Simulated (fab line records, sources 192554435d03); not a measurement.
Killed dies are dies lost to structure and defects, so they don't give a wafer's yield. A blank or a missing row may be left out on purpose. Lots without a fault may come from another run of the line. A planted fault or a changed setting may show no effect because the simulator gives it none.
Problem report in the 8D (eight disciplines) form, filled by code | flow n5_finfet | the parts of the form that need people (team, actions taken, sign-off) are left out

1. THE PROBLEM
killed_at_M0_to_M3 at N5_PASSIVATION_PROBE_49 reads a mean of 145 on 1 wafer of 1 lot; wafers without a fault read 37 with a standard deviation of 11. That is +9.8 standard deviations from the usual mean.
First seen on wafer L398.4, day 20 11:45, on prober-02. The record holds 6 wafers of 3 lots with a number at this step. Rule for "out", or "out of limits": more than 4 standard deviations from the usual mean. The other wafers with a number count as sound.

2. WHAT IT IS AND WHAT IT IS NOT
question                    | is                                                                                                      | is not
which readings at this step | killed_at_M0_to_M3, defect_limited_yield, killed_dies, sort_bin_5_function, sort_n_pass, sort_yield_pct | killed_at_M4_up, killed_at_contacts, killed_at_front_end, killed_at_other, killed_short, sort_bin_4_leakage, sort_bin_6_memory, sort_bin_8_speed
which lots                  | L398                                                                                                    | L394, L397
which wafers of those lots  | L398.4                                                                                                  | L398.1, L398.2
read on which tools         | prober-02                                                                                               | prober-01
when                        | from day 20 11:45                                                                                       | up to then (4 sound wafers); but 1 sound wafer of L397 came after

3. SUSPECTS, AND WHAT RULES EACH OUT
Counting: a tool at a process step up to the reading stays a suspect if it ran every lot that is out. Sound lots after the first of them don't rule it out here, since some wafers of a struck lot are sound.
- wet_bench-01 at N5_BEOL_M2_PRECLEAN_42 (cleans in residue remover, time 60 s): kept. It ran the lot that is out, L398 (day 12 07:38); its last sound lot up to then is L397 (day 12 07:10).
- rie_diel-05 at N5_PASSIVATION_PASS_ETCH_74 (etches SiNx in CF4/O2, target depth 220 nm, time 110 s): kept. It ran the lot that is out, L398 (day 20 04:17); its last sound lot up to then is L394 (day 19 11:41).
- rie_metal-03 at N5_PASSIVATION_ETCH_59 (etches TaN in Cl2/BCl3, target depth 65 nm, time 34.9 s): kept. It ran the lot that is out, L398 (day 20 07:10).
- rie_diel-01 at N5_PASSIVATION_ETCH_54 (etches SiO2 in CHF3/O2, target depth 880 nm, time 440 s): kept. It ran the lot that is out, L398 (day 20 08:49).
- prober-02 at N5_PASSIVATION_PROBE_49: kept. It ran the lot that is out, L398 (day 20 11:36). Its own readings are out on those wafers: defect_limited_yield, killed_at_M0_to_M3, killed_dies, sort_bin_5_function, sort_n_pass, sort_yield_pct.
- Within wet_bench-01 at N5_BEOL_M2_PRECLEAN_42: the wafers that are out ran in chamber 3; their sound lot-mates ran in chambers 2, 6.
- Within rie_diel-01 at N5_PASSIVATION_ETCH_54: the wafers that are out ran in chamber 2; their sound lot-mates ran in chambers 1, 3.
Left after counting: wet_bench-01 at N5_BEOL_M2_PRECLEAN_42, rie_diel-05 at N5_PASSIVATION_PASS_ETCH_74, rie_metal-03 at N5_PASSIVATION_ETCH_59, rie_diel-01 at N5_PASSIVATION_ETCH_54, prober-02 at N5_PASSIVATION_PROBE_49.

4. THE CAUSE (what the simulator had put in)
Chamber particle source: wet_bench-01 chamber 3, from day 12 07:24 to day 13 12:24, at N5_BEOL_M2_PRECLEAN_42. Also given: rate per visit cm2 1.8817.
Counting left 5 suspects, and this tool is among them.

5. THE CHAIN OF EFFECTS, in route order
Each row: a reading whose mean over the struck wafers that have a number lies more than 3 standard deviations from the usual. Only readings for which the record gives a usual standard deviation are gone through. hours: the time from each lot's start at the first step in this table that gives one to its start at this step, as a median over the lots. sigmas: the change in usual standard deviations.
hours | step                    | reading              | usual  | on struck wafers | change | sigmas
0     | N5_PASSIVATION_PROBE_49 | defect_limited_yield | 90.9 % | 83.5             | -7.4   | -4.6
0     | N5_PASSIVATION_PROBE_49 | killed_at_M0_to_M3   | 37     | 145              | +108   | +9.8
0     | N5_PASSIVATION_PROBE_49 | killed_dies          | 107    | 195              | +88    | +4.6
0     | N5_PASSIVATION_PROBE_49 | sort_bin_5_function  | 5.3 %  | 10.1             | +4.8   | +4.8
0     | N5_PASSIVATION_PROBE_49 | sort_n_pass          | 1072   | 985              | -87    | -4.3
0     | N5_PASSIVATION_PROBE_49 | sort_yield_pct       | 90.9 % | 83.5             | -7.4   | -4.4
The process steps in it:
- N5_PASSIVATION_PROBE_49

6. WHAT WOULD HAVE CAUGHT IT SOONER
In this record the first reading out of limits was taken at day 20 11:45, 196 hours after the fault began at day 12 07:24.
Of the tool readings at N5_BEOL_M2_PRECLEAN_42 for which the record gives a usual standard deviation, none was out on any struck wafer, so an alarm limit of 4 standard deviations on them would not have fired.
All the lots that are out (1) had begun N5_BEOL_M2_PRECLEAN_42 on wet_bench-01 by day 20 11:45. A hold on the tool at that time would have spared none of them.
